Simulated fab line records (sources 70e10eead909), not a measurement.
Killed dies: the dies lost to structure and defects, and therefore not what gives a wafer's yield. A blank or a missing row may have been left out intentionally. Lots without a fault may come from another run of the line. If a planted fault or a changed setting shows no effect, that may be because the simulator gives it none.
fab line records	flow nand-harc
record: lots: 7	wafers: 21	last-day: 32
route steps=1302 shown A_CONTACT@1044
lots with no fault: from the same line, run without faults
start-h: start of the lot's first displayed wafer, in hours after the record's first day	wait-h: how many hours have passed since the lot's step before this one	" repeats the value in the row above	L1.1+2: a row that stands for several wafers	- either no value or no given start	* or withheld: withheld	< > ~ a bound
route shown NAME@n: NAME is a module with steps in the file, n the number in the route of the first one	usual: mean/standard deviation of fault-free wafers	same: alike in all rows	chamber/n: place in a boat	sites: each site's reading	_std_site: standard deviation of those values	_edge_site: mean of outer sites minus mean of inner sites	radius-mm: for every site, how far away it sits from the centre of the wafer	mask NAME#n: copy n	behind: the most recent tool/chamber to have shaped the wafer	hold: what put the lot on hold/how long, in hours/how the hold closed	device: names the non-switching transistor (n, p or np)	end of line: the tests these same wafers got at the end of their route	for a step that has no rows: nothing shown but its recipe	killed: count of dies lost to structure and defects at first sort (not the wafer's yield)	map: per-die view of a wafer (x killed, . not killed, _ where there is no die)
set.NAME: the setting that was run; set.NAME@STEP: the one run at that earlier step	model.NAME: the simulator's own value behind a step, which no gauge read
lots at selected steps of the route; one table per step, one row per wafer
services: from which hour (start-h, from the record's first day; less than 0 if before it) a tool's chamber was out of use, for how many hours, and why
== steps ==
step: NHARC_A_CONTACT_ETCH_76
recipe: target-depth-a: 2600	over-etch-frac: 0.3	time-s: 475.3	ion-energy-ev: 200	n2-flow-sccm: 150	h2-flow-sccm: 150	ar-flow-sccm: 0	rf-w: 400	bias-w: 150	chemistry: N2/H2
usual: bias-w: 149.9/0.44	chamber-pressure-mTorr: 29.997/0.029	drypump-motor-current-A: 6.1/0.49	oes-product-au: 0.996/0.012	rf-fwd-power-W: 399.2/1.2	rf-vpp-V: 431.2/2.6	showerhead-plenum-p-Torr: 2.06/0.091	throttle-valve-pct: 14.171/0.0086
lot.wafer	tool	chamber	start-h	wait-h	bias-w	chamber-pressure-mTorr	drypump-motor-current-A	oes-product-au	rf-fwd-power-W	rf-hours-counter-h	rf-vpp-V	showerhead-plenum-p-Torr	throttle-valve-pct
L789.3	rie-diel-02	0	-	-	149.4	30.004	6.2	0.978	400.0	22	433.5	2.15	14.165
L789.4	"	1	"	"	149.6	29.969	6.6	1.004	399.9	16	429.9	2.01	14.167
L789.5	"	3	"	"	150.0	30.003	6.6	0.978	399.3	-	425.9	1.90	14.161
L788.2	rie-diel-09	0	-	-	150.5	30.022	5.7	0.983	400.9	17	433.3	2.17	14.181
L788.4	"	2	"	"	149.0	30.008	5.0	0.979	399.3	15	435.8	2.21	14.179
L788.5	"	3	"	"	150.0	29.986	5.2	0.985	399.2	-	429.4	1.99	14.170
L793.3	rie-diel-02	0	-	-	150.0	30.032	6.1	0.989	398.1	1	433.7	2.15	14.171
L793.5	"	0	"	"	149.9	30.040	6.2	0.991	399.8	-	433.3	2.15	14.176
L793.6	"	1	"	"	149.6	29.958	6.6	0.982	400.0	-	430.3	2.01	14.176
L797.4	rie-diel-13	3	-	-	150.2	29.975	5.9	0.997	397.5	39	434.5	2.18	14.176
L797.3	"	1	"	"	150.8	29.939	6.4	1.008	401.5	45	431.2	2.08	14.148
L797.5	"	0	"	"	149.8	30.004	6.0	1.023	399.7	-	433.2	2.09	14.158
L800.3	rie-diel-02	2	-	-	149.5	30.021	6.5	1.002	402.0	13	430.3	2.02	14.180
L800.4	"	3	"	"	149.8	29.964	6.6	1.003	399.0	10	425.2	1.90	14.177
L800.1	"	0	"	"	149.4	29.957	6.2	0.981	398.8	13	433.1	2.14	14.162
L801.1	rie-diel-09	3	-	-	150.3	30.010	5.2	0.996	400.5	0	429.3	1.98	14.168
L801.3	"	1	"	"	149.7	29.928	6.1	0.991	400.0	0	430.7	1.99	14.177
L801.6	"	2	"	"	149.6	30.008	5.1	0.983	399.6	-	434.1	2.20	14.173
L804.1	rie-diel-02	2	-	-	150.6	30.001	6.4	1.012	399.8	18	429.7	2.02	14.165
L804.3	"	0	"	"	150.3	30.015	6.2	0.980	399.1	17	432.6	2.14	14.178
L804.6	"	1	"	"	149.7	29.975	6.6	0.988	399.9	-	430.1	2.00	14.179
step: NHARC_A_CONTACT_ETCH_77
recipe: target-depth-a: 1089	time-s: 54.5	cf4-flow-sccm: 100	chf3-flow-sccm: 30	ar-flow-sccm: 0	rf-w: 500	bias-w: 200	chemistry: CF4/CHF3
usual: bias-w: 200.0/0.6	cf4-flow-sccm: 99.99/0.3	drypump-motor-current-A: 6.1/0.51	oes-product-au: 0.932/0.021	rf-fwd-power-W: 494.4/2.1	rf-vpp-V: 371.0/2.4	showerhead-plenum-p-Torr: 1.59/0.064	throttle-valve-pct: 16.803/0.0094
lot.wafer	tool	chamber	start-h	wait-h	bias-w	cf4-flow-sccm	drypump-motor-current-A	oes-product-au	rf-fwd-power-W	rf-hours-counter-h	rf-vpp-V	showerhead-plenum-p-Torr	throttle-valve-pct
L789.4	rie-diel-02	1	-	-	200.6	100.19	6.6	0.920	495.2	16	370.9	1.56	16.817
L789.3	"	2	"	"	199.8	100.07	6.4	0.924	497.2	23	369.4	1.56	16.812
L789.5	"	1	"	"	200.2	99.52	6.6	0.919	493.8	-	369.4	1.56	16.809
L788.4	rie-diel-09	1	-	-	199.8	100.25	6.1	0.928	493.5	18	369.7	1.55	16.807
L788.2	"	0	"	"	200.3	99.51	5.7	0.895	499.7	17	374.7	1.67	16.818
L788.5	"	1	"	"	199.5	100.12	6.1	0.927	492.5	-	370.3	1.55	16.811
L793.3	rie-diel-02	3	-	-	200.8	99.42	6.6	0.957	490.7	1	367.8	1.47	16.798
L793.6	"	1	"	"	200.3	99.50	6.6	0.965	496.6	-	371.0	1.55	16.816
L793.5	"	2	"	"	200.0	100.16	6.4	0.948	494.1	-	370.8	1.56	16.791
L797.4	rie-diel-13	1	-	-	199.6	100.10	6.4	0.929	495.0	45	371.0	1.60	16.808
L797.3	"	3	"	"	199.5	100.13	5.9	0.913	499.4	39	374.4	1.68	16.798
L797.5	"	1	"	"	199.3	100.22	6.4	0.924	492.6	-	372.4	1.60	16.781
L800.1	rie-diel-02	2	-	-	199.3	99.68	6.4	0.930	494.6	13	370.4	1.56	16.806
L800.4	"	3	"	"	200.4	100.24	6.6	0.928	490.5	10	367.1	1.47	16.805
L800.3	"	1	"	"	199.8	99.83	6.6	0.928	495.0	15	368.7	1.55	16.811
L801.1	rie-diel-09	2	-	-	199.7	100.05	5.1	0.965	497.7	0	375.8	1.69	16.806
L801.3	"	3	"	"	200.0	99.84	5.2	0.961	494.8	0	369.3	1.53	16.831
L801.6	"	3	"	"	200.2	100.02	5.2	0.968	494.9	-	368.1	1.53	16.808
L804.1	rie-diel-02	1	-	-	199.7	100.06	6.6	0.932	494.2	20	369.8	1.55	16.810
L804.3	"	2	"	"	199.4	99.66	6.4	0.932	494.4	18	369.7	1.56	16.792
L804.6	"	1	"	"	199.4	100.08	6.6	0.917	495.9	-	370.4	1.55	16.804
step: NHARC_A_CONTACT_ETCH_78
recipe: target-depth-a: 53000	over-etch-frac: 0.3	time-s: 1378	ion-energy-ev: 150	o2-flow-sccm: 400	cos-flow-sccm: 20	ar-flow-sccm: 0	rf-w: 500	bias-w: 300	chemistry: O2/COS
step: NHARC_A_CONTACT_ETCH_124
recipe: source-w: withheld	pressure-mtorr: 20	bias-v: withheld	time-s: 140	target-depth-a: 7000	ar-flow-sccm: withheld	c4f8-flow-sccm: withheld	o2-flow-sccm: withheld	chemistry: C4F8/O2/Ar
step: NHARC_A_CONTACT_ETCH_125
recipe: source-w: withheld	pressure-mtorr: 20	bias-v: 3000	time-s: 197	target-depth-a: 19180	ar-flow-sccm: withheld	c4f8-flow-sccm: withheld	o2-flow-sccm: withheld	chemistry: C4F8/O2/Ar
step: NHARC_A_CONTACT_ETCH_126
recipe: source-w: withheld	pressure-mtorr: 20	bias-v: 3000	time-s: 197	target-depth-a: 19180	ar-flow-sccm: withheld	c4f8-flow-sccm: withheld	o2-flow-sccm: withheld	chemistry: C4F8/O2/Ar
step: NHARC_A_CONTACT_ETCH_127
recipe: source-w: withheld	pressure-mtorr: 20	bias-v: 3000	time-s: 197	target-depth-a: 19180	ar-flow-sccm: withheld	c4f8-flow-sccm: withheld	o2-flow-sccm: withheld	chemistry: C4F8/O2/Ar
step: NHARC_A_CONTACT_ETCH_128
recipe: source-w: withheld	pressure-mtorr: 20	bias-v: 3000	time-s: 197	target-depth-a: 19180	ar-flow-sccm: withheld	c4f8-flow-sccm: withheld	o2-flow-sccm: withheld	chemistry: C4F8/O2/Ar
step: NHARC_A_CONTACT_ETCH_129
recipe: source-w: withheld	pressure-mtorr: 20	bias-v: 3000	time-s: 197	target-depth-a: 19180	ar-flow-sccm: withheld	c4f8-flow-sccm: withheld	o2-flow-sccm: withheld	chemistry: C4F8/O2/Ar
usual: chamber-pressure-mTorr: 20.000/0.018	oes-air-line-au: 0.998/0.022
lot.wafer	tool	chamber	start-h	wait-h	chamber-pressure-mTorr	oes-air-line-au	rf-hours-counter-h
L789.4	har-cap-etch-03	1	538.69	0.1	20.006	1.039	-
L789.3	"	0	"	"	20.033	1.012	-
L789.5	"	0	"	"	20.017	0.988	-
L788.2	har-cap-etch-03	0	552.63	0.2	20.001	0.956	55
L788.4	"	1	"	"	19.999	1.016	-
L788.5	"	0	"	"	19.995	0.944	-
L793.3	har-cap-etch-01	0	594.16	0.1	20.015	1.023	-
L793.6	"	1	"	"	20.013	1.015	-
L793.5	"	0	"	"	20.005	0.971	-
L797.4	har-cap-etch-03	0	657.30	0.1	20.013	0.987	-
L797.3	"	1	"	"	19.982	0.992	-
L797.5	"	0	"	"	19.998	0.989	-
L800.1	har-cap-etch-03	0	667.28	0.1	19.992	0.994	78
L800.3	"	0	"	"	20.007	0.999	-
L800.4	"	1	"	"	20.007	1.007	-
L801.1	har-cap-etch-03	1	686.34	0.1	19.980	1.017	80
L801.3	"	1	"	"	20.009	0.976	-
L801.6	"	0	"	"	19.987	0.990	-
L804.1	har-cap-etch-02	0	702.98	0.1	20.011	0.997	108
L804.3	"	1	"	"	19.996	0.981	-
L804.6	"	1	"	"	19.977	0.981	-
step: NHARC_A_CONTACT_ETCH_130
recipe: source-w: withheld	pressure-mtorr: 20	bias-v: 3000	time-s: 197	target-depth-a: 19180	ar-flow-sccm: withheld	c4f8-flow-sccm: withheld	o2-flow-sccm: withheld	chemistry: C4F8/O2/Ar
step: NHARC_A_CONTACT_ETCH_131
recipe: source-w: withheld	pressure-mtorr: 20	bias-v: 3000	time-s: 197	target-depth-a: 19180	ar-flow-sccm: withheld	c4f8-flow-sccm: withheld	o2-flow-sccm: withheld	chemistry: C4F8/O2/Ar
usual: chamber-pressure-mTorr: 20.001/0.017	oes-air-line-au: 0.999/0.019
lot.wafer	tool	chamber	start-h	wait-h	chamber-pressure-mTorr	oes-air-line-au	rf-hours-counter-h
L789.4	har-cap-etch-03	1	539.04	0.1	20.019	1.009	-
L789.3	"	0	"	"	19.998	0.995	-
L789.5	"	0	"	"	20.019	0.995	-
L788.2	har-cap-etch-03	0	553.10	0.2	19.990	0.992	55
L788.4	"	1	"	"	20.017	0.996	-
L788.5	"	0	"	"	20.017	0.984	-
L793.3	har-cap-etch-01	0	594.51	0.1	19.999	0.997	-
L793.6	"	1	"	"	20.006	0.993	-
L793.5	"	0	"	"	20.003	1.014	-
L797.4	har-cap-etch-03	0	657.66	0.1	19.998	1.017	-
L797.3	"	1	"	"	20.017	0.980	-
L797.5	"	0	"	"	20.013	1.026	-
L800.1	har-cap-etch-03	0	667.63	0.1	19.994	0.978	79
L800.3	"	0	"	"	19.995	1.003	-
L800.4	"	1	"	"	20.009	1.002	-
L801.1	har-cap-etch-03	1	686.69	0.1	19.980	0.997	81
L801.3	"	1	"	"	20.004	0.992	-
L801.6	"	0	"	"	20.029	0.967	-
L804.1	har-cap-etch-02	0	703.33	0.1	20.003	1.007	108
L804.3	"	1	"	"	20.003	1.025	-
L804.6	"	1	"	"	19.979	1.003	-
step: NHARC_A_CONTACT_ETCH_132
recipe: source-w: withheld	pressure-mtorr: 20	bias-v: 3000	time-s: 197	target-depth-a: 19240	ar-flow-sccm: withheld	c4f8-flow-sccm: withheld	o2-flow-sccm: withheld	chemistry: C4F8/O2/Ar
usual: chamber-pressure-mTorr: 20.004/0.018	oes-air-line-au: 1.001/0.02
lot.wafer	tool	chamber	start-h	wait-h	chamber-pressure-mTorr	oes-air-line-au	rf-hours-counter-h
L789.4	har-cap-etch-03	1	539.22	0.1	19.997	1.003	-
L789.3	"	0	"	"	20.045	1.000	-
L789.5	"	0	"	"	19.970	0.999	-
L788.2	har-cap-etch-03	0	553.34	0.2	20.052	1.008	55
L788.4	"	1	"	"	19.978	0.986	-
L788.5	"	0	"	"	20.022	0.966	-
L793.3	har-cap-etch-01	0	594.68	0.1	19.981	0.998	-
L793.6	"	1	"	"	20.003	1.016	-
L793.5	"	0	"	"	20.019	1.018	-
L797.4	har-cap-etch-03	0	657.83	0.1	20.039	1.008	-
L797.3	"	1	"	"	19.983	1.015	-
L797.5	"	0	"	"	19.976	0.958	-
L800.1	har-cap-etch-03	0	667.81	0.1	19.970	1.021	79
L800.3	"	0	"	"	20.019	1.003	-
L800.4	"	1	"	"	19.998	0.991	-
L801.1	har-cap-etch-03	1	686.86	0.1	20.042	0.983	81
L801.3	"	1	"	"	19.984	1.031	-
L801.6	"	0	"	"	19.987	0.980	-
L804.1	har-cap-etch-02	0	703.51	0.1	20.011	1.008	108
L804.3	"	1	"	"	20.015	1.012	-
L804.6	"	1	"	"	19.987	1.001	-
step: NHARC_A_CONTACT_ETCH_133
recipe: source-w: withheld	pressure-mtorr: 20	bias-v: 400	time-s: 374	target-depth-a: 16100	ar-flow-sccm: withheld	c4f8-flow-sccm: 11.5	o2-flow-sccm: 7.2	chemistry: C4F8/O2/Ar
usual: chamber-pressure-mTorr: 20.000/0.019	oes-air-line-au: 0.994/0.021
lot.wafer	tool	chamber	start-h	wait-h	chamber-pressure-mTorr	oes-air-line-au	rf-hours-counter-h
L789.4	har-cap-etch-03	1	539.48	0.2	20.028	0.985	-
L789.3	"	0	"	"	20.026	0.981	-
L789.5	"	0	"	"	20.003	0.973	-
L788.2	har-cap-etch-03	0	553.52	0.1	20.009	0.990	55
L788.4	"	1	"	"	20.021	0.985	-
L788.5	"	0	"	"	19.994	0.981	-
L793.3	har-cap-etch-01	0	594.98	0.3	20.012	1.003	-
L793.6	"	1	"	"	19.994	0.983	-
L793.5	"	0	"	"	19.975	0.994	-
L797.4	har-cap-etch-03	0	658.09	0.2	-	-	-
L797.3	"	1	"	"	-	-	-
L797.5	"	0	"	"	-	-	-
L800.1	har-cap-etch-03	0	667.98	0.1	-	-	-
L800.3	"	0	"	"	-	-	-
L800.4	"	1	"	"	-	-	-
L801.1	har-cap-etch-03	1	687.04	0.1	-	-	-
L801.3	"	1	"	"	-	-	-
L801.6	"	0	"	"	-	-	-
L804.1	har-cap-etch-02	0	703.73	0.2	20.019	0.962	108
L804.3	"	1	"	"	20.000	0.969	-
L804.6	"	1	"	"	19.980	1.006	-
step: NHARC_A_CONTACT_ETCH_91
recipe: target-depth-a: 400	over-etch-frac: 0.5	time-s: 85.7	ion-energy-ev: 120	ch3f-flow-sccm: 50	o2-flow-sccm: 30	ar-flow-sccm: 200	rf-w: 500	bias-w: 100	chemistry: CH3F/O2
== services ==
tool	chamber	start-h	hours	kind
rie-diel-02	0	513.70	3.2	repair
rie-diel-09	1	514.45	2.4	repair
rie-diel-13	-	520.67	9.0	pm
rie-diel-02	0	525.62	-	clean
rie-diel-02	1	525.62	-	clean
rie-diel-02	2	525.62	-	clean
rie-diel-02	3	525.62	-	clean
rie-diel-02	0	550.12	-	clean
rie-diel-02	1	550.12	-	clean
rie-diel-02	2	550.12	-	clean
rie-diel-02	3	550.12	-	clean
rie-diel-02	-	571.04	9.0	pm
rie-diel-02	0	571.04	9.0	vent-cycle
rie-diel-02	1	571.04	9.0	vent-cycle
rie-diel-02	2	571.04	9.0	vent-cycle
rie-diel-02	3	571.04	9.0	vent-cycle
rie-diel-02	0	580.04	-	clean
rie-diel-02	1	580.04	-	clean
rie-diel-02	3	603.32	5.1	repair
rie-diel-09	0	651.53	2.5	repair
rie-diel-09	0	658.66	1.4	repair
rie-diel-09	-	674.51	9.0	pm
har-cap-etch-01	-	691.24	1.0	repair
rie-diel-13	-	699.67	9.0	pm
== key ==
first-sign: step: NHARC_A_CONTACT_ETCH_133	reading: tool-record	direction: missing
effect none on later readings
met-at NHARC_A_CONTACT_ETCH_133
struck-wafers L797.3,L797.4,L797.5,L800.1,L800.3,L800.4,L801.1,L801.3,L801.6
later-rows-left-out L797.3,L797.4,L797.5,L800.1,L800.3,L800.4,L801.1,L801.3,L801.6
sort-left-out L797.3,L797.4,L797.5,L800.1,L800.3,L800.4,L801.1,L801.3,L801.6
tester-left-out L797,L800,L801
onset-between 553.52 658.09
fault: kind: skipped-step-whole	tool: har-cap-etch-03	chamber: -	onset-h: 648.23	steps: NHARC_A_CONTACT_ETCH_133	scope: struck-lots-only
tester-left-out: of these lots the tester's yield and bins aren't shown, on N5 and GAA mostly nor the transistor test; their killed dies are dies lost to structure and defects alone, not to doping, threshold or leakage, so they don't give the yield
sort-left-out: the simulated sort isn't trusted on such a fault, so these wafers' sort isn't shown, and their yield isn't known
later-rows-left-out: the simulator's readings of these wafers behind a module that went badly wrong aren't trusted and aren't shown, but for the sort
